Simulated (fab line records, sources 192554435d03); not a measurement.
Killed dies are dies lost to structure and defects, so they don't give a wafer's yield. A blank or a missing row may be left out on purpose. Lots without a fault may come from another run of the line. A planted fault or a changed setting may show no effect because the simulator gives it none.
One fault seen from 3 desks | flow n5_finfet | each desk has only its own numbers; what lay behind them comes last

THE DEFECT DESK
What the inspections along the route counted, lot by lot: means of the sampled wafers that have a number. A lot is out of limits, marked OUT, if its mean lies more than 4 standard deviations from the usual mean; the brackets give that distance.
Columns: A = raw_defect_count at N5_BEOL_M13_INSPECT_30, usual 2.1
lot  | first seen here | A
L586 | day 11 09:53    | 1.7
L587 | day 11 21:04    | 1.5
L591 | day 13 03:04    | 1.7
L603 | day 16 13:59    | 2.3
L605 | day 16 14:05    | 3.3
L606 | day 16 19:30    | 1.7
L607 | day 17 19:15    | 3.0
This desk's finding: nothing out of limits on any of the 7 lots.

THE METROLOGY DESK
What the gauges read, lot by lot, whatever tool the lot ran on: means of the sampled wafers that have a number. A lot is out of limits, marked OUT, if its mean lies more than 4 standard deviations from the usual mean; the brackets give that distance.
Columns: A = cd_nm at N5_BEOL_M13_CD_MEAS_28, usual 209.4 nm; B = M13_OVL at N5_BEOL_M13_OVL_MEAS_29, usual 1 nm; C = trench_depth_nm at N5_BEOL_M13_OCD_MEAS_35, usual 412 nm
lot  | first seen here | A     | B  | C
L586 | day 11 09:50    | 209.2 | -1 | 409
L587 | day 11 21:01    | 209.8 | 5  | 414
L591 | day 13 03:01    | 210.1 | 1  | 412
L603 | day 16 13:56    | 208.5 | 4  | 408
L605 | day 16 14:02    | 208.4 | -6 | 417
L606 | day 16 19:27    | 209.4 | 0  | 414
L607 | day 17 19:11    | 208.5 | -2 | 407
This desk's finding: nothing out of limits on any of the 7 lots.

THE TOOL OWNER'S DESK: rie_diel-04
The tool's own readings at N5_BEOL_M13_ETCH_68 (etches SOC in N2/H2, time 355 s): means of the sampled wafers that have a number, for each lot that ran on this tool. A lot is out of limits, marked OUT, if its mean lies more than 4 standard deviations from the usual mean; the brackets give that distance.
Columns: A = drypump_motor_current_A at N5_BEOL_M13_ETCH_68, usual 5.5 A; B = oes_product_au at N5_BEOL_M13_ETCH_68, usual 0.78 a.u.; C = rf_vpp_V at N5_BEOL_M13_ETCH_68, usual 523.8 V; D = showerhead_plenum_p_Torr at N5_BEOL_M13_ETCH_68, usual 2.53 Torr; E = throttle_valve_pct at N5_BEOL_M13_ETCH_68, usual 17.79 %
lot  | first seen here | A   | B    | C     | D    | E
L586 | day 11 10:11    | 5.1 | 0.78 | 525.0 | 2.60 | 17.80
L587 | day 11 21:35    | 5.3 | 0.83 | 522.8 | 2.48 | 17.45
L591 | day 13 03:17    | 5.3 | 0.78 | 524.1 | 2.53 | 17.67
L605 | day 16 14:29    | 5.2 | 0.83 | 523.9 | 2.53 | 17.67
L607 | day 17 20:08    | 5.3 | 0.72 | 525.0 | 2.60 | 18.07
This desk's finding: nothing out of limits on any of the 5 lots.

PUT TOGETHER
The defect desk saw nothing out of limits.
The metrology desk saw nothing out of limits.
The tool owner's desk saw nothing out of limits.

WHAT THE SIMULATOR HAD PUT IN
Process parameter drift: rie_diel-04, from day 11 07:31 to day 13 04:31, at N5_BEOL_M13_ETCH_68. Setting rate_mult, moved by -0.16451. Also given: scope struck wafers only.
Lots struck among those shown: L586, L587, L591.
